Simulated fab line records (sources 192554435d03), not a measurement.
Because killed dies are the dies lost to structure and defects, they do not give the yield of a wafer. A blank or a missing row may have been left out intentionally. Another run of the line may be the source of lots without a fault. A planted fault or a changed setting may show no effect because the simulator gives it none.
fab line records	flow n5_finfet
record: lots: 6	wafers: 18	last_day: 16
route steps=1938 shown ZERO_LAYER@9 WELL_APT@20 PASSIVATION@1936
lots that met no fault: from a run of the same line without faults
start_h: hours from the record's first day to the start of the lot's first wafer shown	wait_h: hours since the lot's step before	" identical to the entry in the row above	L1.1+2: a single row standing in for several wafers	- either no value or no given start	* or withheld: withheld	< > ~ a bound
route shown NAME@n: NAME is a module with steps in the file, n the number in the route of the first one	usual: the fault-free wafers' mean and standard deviation	same: alike in all rows	chamber/n: place in a boat	sites: per-site readings	_std_site: standard deviation of those values	_edge_site: the outer-site mean with the inner-site mean subtracted	radius_mm: for every site, how far away it sits from the centre of the wafer	mask NAME#n: copy n	behind: the tool/chamber that last shaped the wafer	hold: why the lot went on hold/how many hours it stayed there/how the hold came to an end	device: names the non-switching transistor (n, p or np)	end of line: the route-end tests of the same wafers	a step without rows: its recipe alone	killed: at the first sort, the dies lost to defects and structure; wafer yield is something else	map: dies across one wafer; x = killed, . = not, _ = none there
set.NAME: the setting that was run; set.NAME@STEP: the one run at that earlier step	model.NAME: the simulator's own value behind a step, which no gauge read
lots at selected steps of the route; one table per step, one row per wafer
services: when a tool's chamber went out of use (start_h, in hours from the record's first day, below 0 if earlier), for how many hours, and the reason
== steps ==
step: N5_ZERO_LAYER_EXPOSE_08
recipe: mask_id: ZERO	na: 0.55	source_shape: conventional	sigma_outer: 0.8	polarization: unpolarized	defocus_nm: 0	target_cd_nm: 2000	dose_mj: 16.2
step: N5_ZERO_LAYER_PEB_09
recipe: peb_temp_c: withheld	peb_time_s: *
step: N5_ZERO_LAYER_DEVELOP_10
recipe: develop_time_s: 60	rinse_liquid: diw	dry: air_spin	dev_temp_c: 21
step: N5_ZERO_LAYER_HARDBAKE_23
recipe: temp_c: 130	time_s: 120
step: N5_ZERO_LAYER_CD_MEAS_11
recipe: target_cd_nm: 2000	landing_energy_ev: 500	detector: se_inlens
usual: cd_nm: 1999.2/1.9
lot.wafer	tool	chamber	start_h	wait_h	cd_nm
L830.3	cd_sem-03	0	30.67	-	1997.8
L830.4	"	0	"	"	1998.7
L830.6	"	0	"	"	1997.5
L832.3	cd_sem-03	0	42.73	-	2000.9
L832.5	"	0	"	"	2000.1
L832.6	"	0	"	"	1998.0
L834.2	cd_sem-03	0	54.64	-	1997.2
L834.4	"	0	"	"	1997.2
L834.5	"	0	"	"	2000.2
L838.2	cd_sem-02	0	78.77	-	1999.5
L838.3	"	0	"	"	2001.2
L838.6	"	0	"	"	1997.1
L841.1	cd_sem-02	0	96.64	-	1999.3
L841.3	"	0	"	"	2003.0
L841.5	"	0	"	"	2001.2
L846.2	cd_sem-01	0	126.64	-	1995.8
L846.5	"	0	"	"	2000.3
L846.6	"	0	"	"	1996.9
step: N5_ZERO_LAYER_DESCUM_16
recipe: chemistry: O2	time_s: 7.9	source_power_w: 50	bias_power_w: 20	pressure_mtorr: 20	rf_frequency_hz: 2.712e+07	temp_c: 40	o2_flow_sccm: 225
usual: drypump_motor_current_A: 5.75/0.26	oes_product_au: 0.79/0.086	rf_vpp_V: 243.1/1.2	showerhead_plenum_p_Torr: 2.09/0.066	throttle_valve_pct: 20.47/0.27
same: time_s: 7.9
lot.wafer	tool	chamber	start_h	wait_h	drypump_motor_current_A	oes_product_au	rf_hours_counter_h	rf_vpp_V	showerhead_plenum_p_Torr	throttle_valve_pct
L830.3	rie_diel-05	3	31.80	1.1	6.12	0.70	222	242.5	1.97	20.86
L830.4	"	1	"	"	5.75	0.77	117	244.2	2.09	19.92
L830.6	"	3	"	"	6.10	0.70	-	240.8	1.98	20.85
L832.3	rie_diel-05	2	42.98	0.2	5.56	0.92	16	243.9	2.13	20.14
L832.5	"	2	"	"	5.56	0.92	-	244.3	2.13	20.15
L832.6	"	3	"	"	6.14	0.69	-	242.4	1.97	20.84
L834.2	rie_diel-06	2	54.68	0.0	5.51	0.73	173	243.3	2.09	20.41
L834.4	"	3	"	"	5.76	1.03	0	244.7	2.15	20.63
L834.5	"	0	"	"	5.84	0.76	-	244.2	2.10	20.62
L838.2	rie_diel-06	0	78.92	0.2	5.83	0.75	121	243.7	2.10	20.64
L838.3	"	1	"	"	5.89	0.76	141	243.7	2.20	20.58
L838.6	"	1	"	"	5.94	0.76	-	244.2	2.20	20.56
L841.1	rie_diel-05	2	96.90	0.3	5.60	0.89	33	244.5	2.12	20.17
L841.3	"	0	"	"	5.84	0.79	119	242.4	2.02	20.65
L841.5	"	3	"	"	6.08	0.68	-	241.4	1.97	20.88
L846.2	rie_diel-06	1	127.02	0.4	5.96	0.74	154	244.3	2.20	20.60
L846.5	"	2	"	"	5.52	0.71	-	244.0	2.09	20.44
L846.6	"	1	"	"	5.95	0.74	-	243.3	2.20	20.60
step: N5_ZERO_LAYER_ETCH_17
recipe: chemistry: CF4	target: SiO2	target_depth_a: 120	time_s: 13.3	ion_energy_ev: 350	pressure_mtorr: 40	source_w: 450	bias_w: 215	Ar_flow_sccm: 100	cf4_flow_sccm: 100
usual: drypump_motor_current_A: 5.75/0.26	oes_product_au: 0.79/0.092	rf_vpp_V: 948/4	showerhead_plenum_p_Torr: 2.14/0.062	throttle_valve_pct: 15.71/0.22
same: time_s: 13.3
lot.wafer	tool	chamber	start_h	wait_h	drypump_motor_current_A	oes_product_au	rf_hours_counter_h	rf_vpp_V	showerhead_plenum_p_Torr	throttle_valve_pct
L830.3	rie_diel-05	3	31.84	0.0	6.11	0.67	222	942	2.03	16.07
L830.4	"	1	"	"	5.78	0.76	117	949	2.15	15.33
L830.6	"	3	"	"	6.10	0.67	-	942	2.03	16.08
L832.3	rie_diel-05	2	43.01	0.0	5.58	0.95	16	952	2.18	15.41
L832.5	"	2	"	"	5.56	0.96	-	952	2.18	15.41
L832.6	"	3	"	"	6.10	0.68	-	941	2.03	16.09
L834.2	rie_diel-06	2	54.71	0.0	5.52	0.72	173	948	2.13	15.53
L834.4	"	3	"	"	5.81	1.03	0	954	2.19	15.64
L834.5	"	0	"	"	5.83	0.77	-	950	2.16	15.84
L838.2	rie_diel-06	0	78.96	0.0	5.83	0.75	121	948	2.16	15.87
L838.3	"	1	"	"	5.88	0.75	141	954	2.24	15.74
L838.6	"	1	"	"	5.93	0.76	-	955	2.24	15.75
L841.1	rie_diel-05	2	96.93	0.0	5.58	0.91	33	950	2.18	15.44
L841.3	"	0	"	"	5.83	0.81	119	945	2.08	15.92
L841.5	"	3	"	"	6.15	0.65	-	942	2.03	16.15
L846.2	rie_diel-06	1	127.05	0.0	5.87	0.75	154	954	2.23	15.78
L846.5	"	2	"	"	5.50	0.70	-	948	2.13	15.58
L846.6	"	1	"	"	5.87	0.75	-	954	2.23	15.78
step: N5_ZERO_LAYER_ETCH_18
recipe: chemistry: HBr/Cl2	target: Si	target_depth_a: 1200	time_s: 40	pressure_mtorr: 10	icp_w: 800	bias_w: 75	HBr_flow_sccm: 150	Cl2_flow_sccm: 80
usual: HBr_flow_sccm: 150.0/0.46	drypump_motor_current_A: 5.7/0.53	oes_product_au: 1.007/0.016	throttle_valve_pct: 36.3/0.43
same: time_s: 40
lot.wafer	tool	chamber	start_h	wait_h	HBr_flow_sccm	drypump_motor_current_A	oes_product_au	rf_hours_counter_h	throttle_valve_pct
L830.3	rie_si-05	1	31.91	0.0	150.2	5.6	1.016	183	35.9
L830.4	"	3	"	"	150.4	6.6	0.984	155	36.4
L830.6	"	1	"	"	150.7	5.6	1.016	-	35.9
L832.3	rie_si-05	3	43.09	0.0	150.0	6.6	0.996	155	36.4
L832.5	"	2	"	"	150.2	6.0	1.029	-	36.5
L832.6	"	3	"	"	150.3	6.7	0.979	-	36.4
L834.2	rie_si-02	3	54.79	0.0	150.0	5.0	1.007	157	36.8
L834.4	"	1	"	"	150.9	4.9	0.992	46	36.0
L834.5	"	1	"	"	149.9	5.0	1.002	-	36.0
L838.2	rie_si-05	3	79.04	0.1	149.8	6.7	0.975	156	36.4
L838.3	"	2	"	"	150.4	6.0	1.021	9	36.5
L838.6	"	3	"	"	149.9	6.6	0.993	-	36.4
L841.1	rie_si-02	3	97.00	0.0	150.7	5.0	1.006	158	36.8
L841.3	"	1	"	"	150.1	5.0	0.992	47	36.0
L841.5	"	2	"	"	150.4	6.2	1.023	-	35.3
L846.2	rie_si-03	1	127.12	0.0	149.7	6.0	1.004	131	36.3
L846.5	"	1	"	"	149.6	6.0	1.008	-	36.4
L846.6	"	0	"	"	149.2	5.5	1.036	-	36.0
step: N5_ZERO_LAYER_STRIP_24
recipe: chemistry: O2	power_w: 1000	temp_c: 250	overash_fraction: 0.3	pressure_mtorr: 1000	o2_flow_sccm: 6750
usual: drypump_motor_current_A: 5.46/0.13	heater_power_w: 344/44	oes_product_au: 0.647/0.0044	strip_time_to_endpoint_s: 43.84/0.085
lot.wafer	tool	chamber	start_h	wait_h	drypump_motor_current_A	heater_power_w	oes_product_au	rf_hours_counter_h	strip_time_to_endpoint_s
L830.3	plasma_asher-02	1	32.03	0.1	5.35	328	0.636	-	43.79
L830.4	"	0	"	"	5.49	432	0.651	-	43.79
L830.6	"	0	"	"	5.48	438	0.658	-	43.89
L832.3	plasma_asher-01	0	43.21	0.1	5.34	321	0.649	-	43.88
L832.5	"	0	"	"	5.32	316	0.640	-	43.77
L832.6	"	1	"	"	5.62	322	0.646	-	43.70
L834.2	plasma_asher-02	1	54.89	0.1	5.32	333	0.643	34	43.86
L834.4	"	0	"	"	5.50	436	0.650	-	43.99
L834.5	"	1	"	"	5.29	328	0.645	-	43.96
L838.2	plasma_asher-02	0	79.14	0.1	5.50	431	0.655	38	43.77
L838.3	"	1	"	"	5.29	329	0.646	-	43.76
L838.6	"	0	"	"	5.50	438	0.647	-	43.83
L841.1	plasma_asher-02	1	97.11	0.1	5.32	327	0.650	42	43.65
L841.3	"	0	"	"	5.49	431	0.648	-	43.71
L841.5	"	1	"	"	5.29	338	0.656	-	43.81
L846.2	plasma_asher-01	0	127.28	0.1	5.33	321	0.646	99	43.81
L846.5	"	0	"	"	5.33	314	0.653	-	43.78
L846.6	"	1	"	"	5.62	328	0.649	-	43.86
step: N5_ZERO_LAYER_STRIP_19
recipe: chemistry: SPM	time_s: 900	temp_c: 130	h2so4_h2o2_vol_ratio: 4	dry: ipa_marangoni
step: N5_ZERO_LAYER_INSPECT_20
recipe: inspect_instrument: darkfield	mode: post_clean
usual: raw_defect_count: 35/14
lot.wafer	tool	chamber	start_h	wait_h	raw_defect_count
L830.3	defect_inspect-02	-	32.37	0.0	62
L830.4	"	-	"	"	29
L830.6	"	-	"	"	19
L832.3	defect_inspect-01	-	43.55	0.0	28
L832.5	"	-	"	"	12
L832.6	"	-	"	"	59
L834.2	defect_inspect-01	-	55.25	0.0	49
L834.4	"	-	"	"	50
L834.5	"	-	"	"	40
L838.2	defect_inspect-01	-	79.51	0.0	56
L838.3	"	-	"	"	40
L838.6	"	-	"	"	43
L841.1	defect_inspect-02	-	97.47	0.0	44
L841.3	"	-	"	"	37
L841.5	"	-	"	"	18
L846.2	defect_inspect-02	-	127.64	0.0	23
L846.5	"	-	"	"	33
L846.6	"	-	"	"	31
step: N5_WELL_APT_HMDS_01
recipe: time_s: 60	temp_c: 120
step: N5_WELL_APT_COAT_02
recipe: spin_rpm: 1357	resist_thk_nm: 950
usual: spin_speed_rpm: 1357.0/0.99
lot.wafer	tool	chamber	start_h	wait_h	spin_speed_rpm	model.coat_of_WELL_APT_COAT_02.thk_nm
L830.3	litho_track-05	0	32.41	-	1356.3	951.1
L830.4	"	0	"	"	1356.2	951.2
L830.6	"	0	"	"	1357.6	949.6
L832.3	litho_track-02	0	43.59	-	1356.9	951.5
L832.5	"	0	"	"	1356.8	951.8
L832.6	"	0	"	"	1358.8	952
L834.2	litho_track-02	0	55.29	-	1115.6	1044
L834.4	"	0	"	"	1113.8	1047
L834.5	"	0	"	"	1113.3	1046
L838.2	litho_track-02	0	79.54	-	1114.7	1047
L838.3	"	0	"	"	1113.5	1047
L838.6	"	0	"	"	1114.4	1045
L841.1	litho_track-03	0	97.50	-	1357.2	953.2
L841.3	"	0	"	"	1357.6	951.4
L841.5	"	0	"	"	1357.0	950.5
L846.2	litho_track-05	0	127.67	-	1357.2	949.7
L846.5	"	0	"	"	1357.5	951.1
L846.6	"	0	"	"	1358.1	947.9
step: N5_WELL_APT_EBR_04
recipe: solvent: PGMEA	ebr_width_mm: 1.5
step: N5_WELL_APT_SOFTBAKE_03
recipe: temp_c: 130	time_s: 60
step: N5_WELL_APT_EXPOSE_05
recipe: mask_id: NWELL	na: 0.8	source_shape: conventional	sigma_outer: 0.8	polarization: unpolarized	defocus_nm: 0	target_cd_nm: 200	dose_mj: 20.3
step: N5_WELL_APT_PEB_06
recipe: peb_temp_c: 130	peb_time_s: 90
step: N5_WELL_APT_DEVELOP_07
recipe: develop_time_s: 45	rinse_liquid: surfactant_rinse	dry: air_spin	dev_temp_c: 21
step: N5_WELL_APT_HARDBAKE_12
recipe: temp_c: 130	time_s: 120
step: N5_WELL_APT_CD_MEAS_08
recipe: target_cd_nm: 200	landing_energy_ev: 500	detector: se_inlens
usual: cd_nm: 200.2/1.8
lot.wafer	tool	chamber	start_h	wait_h	cd_nm
L830.3	cd_sem-02	0	32.68	-	199.9
L830.4	"	0	"	"	196.7
L830.6	"	0	"	"	198.1
L832.3	cd_sem-01	0	43.98	-	200.8
L832.5	"	0	"	"	203.6
L832.6	"	0	"	"	202.1
L834.2	cd_sem-02	0	55.56	-	198.4
L834.4	"	0	"	"	198.1
L834.5	"	0	"	"	195.4
L838.2	cd_sem-02	0	79.94	-	195.7
L838.3	"	0	"	"	194.1
L838.6	"	0	"	"	196.9
L841.1	cd_sem-02	0	97.78	-	200.3
L841.3	"	0	"	"	198.0
L841.5	"	0	"	"	201.5
L846.2	cd_sem-03	0	127.94	-	200.5
L846.5	"	0	"	"	198.0
L846.6	"	0	"	"	199.9
step: N5_WELL_APT_OVL_MEAS_09
recipe: points_per_wafer: 44
usual: NWELL_OVL: -4/5
lot.wafer	tool	chamber	start_h	wait_h	NWELL_OVL[nm]
L830.3	overlay-02	0	32.71	0.0	-8
L830.4	"	0	"	"	-1
L830.6	"	0	"	"	-8
L832.3	overlay-01	0	44.01	0.0	-3
L832.5	"	0	"	"	0
L832.6	"	0	"	"	-7
L834.2	overlay-02	0	55.59	0.0	-9
L834.4	"	0	"	"	-8
L834.5	"	0	"	"	-6
L838.2	overlay-01	0	79.97	0.0	-1
L838.3	"	0	"	"	-8
L838.6	"	0	"	"	-9
L841.1	overlay-02	0	97.81	0.0	-8
L841.3	"	0	"	"	-3
L841.5	"	0	"	"	4
L846.2	overlay-01	0	127.97	0.0	-6
L846.5	"	0	"	"	-9
L846.6	"	0	"	"	-7
step: N5_WELL_APT_INSPECT_10
recipe: mode: adi	inspect_instrument: macro
usual: raw_defect_count: 2.1/1.5
lot.wafer	tool	chamber	start_h	wait_h	raw_defect_count
L830.3	defect_inspect-02	-	32.73	0.0	0
L830.4	"	-	"	"	2
L830.6	"	-	"	"	1
L832.3	defect_inspect-01	-	44.04	0.0	0
L832.5	"	-	"	"	3
L832.6	"	-	"	"	2
L834.2	defect_inspect-01	-	55.61	0.0	2
L834.4	"	-	"	"	5
L834.5	"	-	"	"	1
L838.2	defect_inspect-02	-	79.99	0.0	1
L838.3	"	-	"	"	2
L838.6	"	-	"	"	4
L841.1	defect_inspect-02	-	97.83	0.0	1
L841.3	"	-	"	"	3
L841.5	"	-	"	"	2
L846.2	defect_inspect-02	-	127.99	0.0	2
L846.5	"	-	"	"	1
L846.6	"	-	"	"	2
step: N5_WELL_APT_DESCUM_13
recipe: chemistry: O2	time_s: 7.9	source_power_w: 50	bias_power_w: 20	pressure_mtorr: 20	rf_frequency_hz: 2.712e+07	temp_c: 40	o2_flow_sccm: 225
usual: drypump_motor_current_A: 5.8/0.41	oes_product_au: 0.77/0.081	rf_vpp_V: 243.5/1.1	showerhead_plenum_p_Torr: 2.12/0.05	throttle_valve_pct: 20.54/0.26
same: time_s: 7.9
lot.wafer	tool	chamber	start_h	wait_h	drypump_motor_current_A	oes_product_au	rf_hours_counter_h	rf_vpp_V	showerhead_plenum_p_Torr	throttle_valve_pct	model.coat_of_WELL_APT_COAT_02.thk_nm	model.WELL_APT.cd_nm
L830.3	rie_diel-04	1	32.76	0.0	6.6	0.90	17	243.4	2.05	20.29	933	200.1
L830.4	"	0	"	"	5.9	0.70	227	243.2	2.15	20.21	933	196.7
L830.6	"	0	"	"	5.8	0.69	-	243.4	2.15	20.21	931.4	198.1
L832.3	rie_diel-01	3	44.07	0.0	5.6	0.87	68	242.8	2.14	20.75	933.4	200.4
L832.5	"	0	"	"	5.9	0.78	-	242.5	2.02	20.83	933.8	203.6
L832.6	"	3	"	"	5.6	0.87	-	244.0	2.14	20.76	933.8	202.1
L834.2	rie_diel-04	2	55.79	0.2	5.4	0.70	195	244.5	2.18	20.73	1026	198.2
L834.4	"	0	"	"	5.8	0.68	235	244.8	2.15	20.22	1029	197.7
L834.5	"	2	"	"	5.4	0.69	-	243.2	2.18	20.74	1028	195.6
L838.2	rie_diel-01	0	80.40	0.4	5.9	0.75	174	241.7	2.02	20.86	1029	195.5
L838.3	"	2	"	"	6.4	0.71	217	242.9	2.14	20.31	1029	194
L838.6	"	2	"	"	6.4	0.71	-	242.9	2.14	20.34	1027	196.8
L841.1	rie_diel-01	2	97.86	0.0	6.5	0.70	224	244.2	2.14	20.33	935.1	200.3
L841.3	"	0	"	"	5.9	0.75	180	240.5	2.01	20.86	933.3	198.2
L841.5	"	2	"	"	6.5	0.70	-	244.7	2.14	20.34	932.4	201.3
L846.2	rie_diel-01	2	128.03	0.0	6.5	0.69	236	243.8	2.14	20.36	931.6	200.3
L846.5	"	2	"	"	6.5	0.69	-	244.8	2.14	20.37	933	198
L846.6	"	0	"	"	5.9	0.74	-	240.7	2.01	20.88	929.8	199.7
step: N5_WELL_APT_IMPLANT_14
recipe: species: P	energy_kev: 160	dose_cm2: 1.5e+13	tilt_deg: 0	rotation_deg: 0
step: N5_PASSIVATION_PROBE_49
usual: killed_at_M0_to_M3: 33/9.1	killed_at_M4_up: 14/5.6	killed_at_contacts: 13/5.7	killed_at_front_end: 42/12	killed_at_other: 4/3	killed_dies: 105/16	killed_open: 69/11	killed_short: 34/7.5
same: gross_dies: 1180	killed_at_back_side: 0
lot.wafer	tool	chamber	start_h	wait_h	killed_at_M0_to_M3	killed_at_M4_up	killed_at_contacts	killed_at_front_end	killed_at_other	killed_dies	killed_open	killed_short
L834.2	prober-01	-	311.06	0.2	36	11	17	45	6	115	76	38
L834.4	prober-01	-	311.16	0.3	28	24	10	38	1	101	65	33
L834.5	prober-01	-	311.21	0.4	23	13	12	46	1	95	66	22
L846.2	prober-02	-	378.90	0.1	39	10	7	46	0	102	65	35
L846.5	prober-02	-	379.05	0.2	30	14	8	44	0	96	63	30
L846.6	prober-02	-	379.10	0.3	46	4	5	56	1	112	72	39
killed by level:class
L834.2 MOL_CONTACT_COAG:geometric_particle:open=13 BEOL_M0_SAQP:geometric_particle:open=13 BEOL_M0_SAQP:geometric_particle:short=8 FIN_SAQP:geometric_particle:short=7 FIN_SAQP:geometric_particle:open=7 BEOL_M3:geometric_particle:open=7 STI_FIN_REVEAL:geometric_particle:open=6 DUMMY_GATE:geometric_particle:open=5
L834.4 BEOL_M4:geometric_particle:open=12 STI_FIN_REVEAL:geometric_particle:open=10 MOL_CONTACT_COAG:geometric_particle:open=10 FIN_SAQP:geometric_particle:short=9 BEOL_M0_SAQP:geometric_particle:short=7 BEOL_M0_SAQP:geometric_particle:open=5 FIN_SAQP:geometric_particle:open=4 BEOL_M5:geometric_particle:open=4
L834.5 STI_FIN_REVEAL:geometric_particle:open=15 MOL_CONTACT_COAG:geometric_particle:open=10 BEOL_M4:geometric_particle:open=6 FIN_SAQP:geometric_particle:open=5 DUMMY_GATE:geometric_particle:open=5 BEOL_M0_SAQP:geometric_particle:short=4 BEOL_M1:geometric_particle:open=4 HKMG_FIN:area_etch=4
L846.2 BEOL_M2:geometric_particle:open=13 FIN_SAQP:geometric_particle:short=11 FIN_SAQP:geometric_particle:open=10 BEOL_M3:geometric_particle:open=7 MOL_CONTACT_COAG:geometric_particle:open=6 BEOL_M0_SAQP:geometric_particle:open=5 GATE_CUT:geometric_particle:short=4 BEOL_M2:geometric_particle:short=4
L846.5 FIN_SAQP:geometric_particle:open=15 BEOL_M2:geometric_particle:open=9 MOL_CONTACT_COAG:geometric_particle:open=7 FIN_SAQP:geometric_particle:short=6 BEOL_M3:geometric_particle:open=6 BEOL_M1:geometric_particle:open=4 DUMMY_GATE:geometric_particle:open=4 BEOL_M0_SAQP:geometric_particle:open=4
L846.6 BEOL_M2:geometric_particle:open=32 FIN_SAQP:geometric_particle:short=16 FIN_SAQP:geometric_particle:open=11 GATE_CUT:geometric_particle:short=7 DUMMY_GATE:geometric_particle:open=6 MOL_CONTACT_COAG:geometric_particle:open=5 BEOL_M3:geometric_particle:open=5 DUMMY_GATE:geometric_particle:short=3
== services ==
tool	chamber	start_h	hours	kind
plasma_asher-01	-	14.82	1.4	repair
rie_diel-06	-	16.29	2.8	pm
rie_diel-05	-	23.95	0.3	repair
litho_track-02	-	27.32	-	consumable_replace:filter
rie_diel-06	3	33.66	-	clean
rie_diel-06	3	33.66	-	consumable_replace:focus_ring
rie_diel-06	3	33.66	20.0	scheduled_down
rie_diel-06	3	33.66	20.0	vent_cycle
rie_si-02	-	35.56	14.6	pm
rie_diel-05	1	55.98	6.4	repair
rie_diel-05	0	58.55	9.7	repair
rie_diel-01	-	72.88	0.5	repair
rie_diel-06	2	78.81	9.3	repair
rie_diel-06	1	113.13	2.7	repair
rie_diel-01	1	118.84	-	clean
rie_diel-01	1	118.84	-	consumable_replace:focus_ring
rie_diel-01	1	118.84	22.1	scheduled_down
rie_diel-01	1	118.84	22.1	vent_cycle
plasma_asher-02	-	124.50	8.6	repair
rie_diel-05	3	126.60	-	clean
rie_diel-05	3	126.60	-	consumable_replace:focus_ring
rie_diel-05	3	126.60	-	consumable_replace:showerhead
rie_diel-05	3	126.60	13.2	scheduled_down
rie_diel-05	3	126.60	13.2	vent_cycle
== key ==
first_sign: step: N5_WELL_APT_COAT_02	reading: spin_speed_rpm	direction: down	sigmas: 99+	usual: *	struck: *
effect: step: N5_WELL_APT_CD_MEAS_08	reading: cd_nm	direction: down	sigmas: 2.1	usual: 200.2	struck: 196.5
model_effect: step: N5_WELL_APT_COAT_02	value: coat_of_WELL_APT_COAT_02.thk_nm	without: 948.3	struck: 1046
model_effect: step: N5_WELL_APT_DESCUM_13	value: coat_of_WELL_APT_COAT_02.thk_nm	without: 930.1	struck: 1028
met_at N5_WELL_APT_COAT_02
struck_wafers L834.2,L834.4,L834.5,L838.2,L838.3,L838.6
tester_left_out L834,L838
onset_between 43.59 55.29
fault: kind: process_parameter_drift	tool: litho_track-02	chamber: -	onset_h: 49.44	steps: N5_WELL_APT_COAT_02	channel: spin_rpm	offset: *	shape: step	end_h: 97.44	acts_in: *	stated: *
tester_left_out: of these lots the tester's yield and bins aren't shown, on N5 and GAA mostly nor the transistor test; their killed dies are dies lost to structure and defects alone, not to doping, threshold or leakage, so they don't give the yield
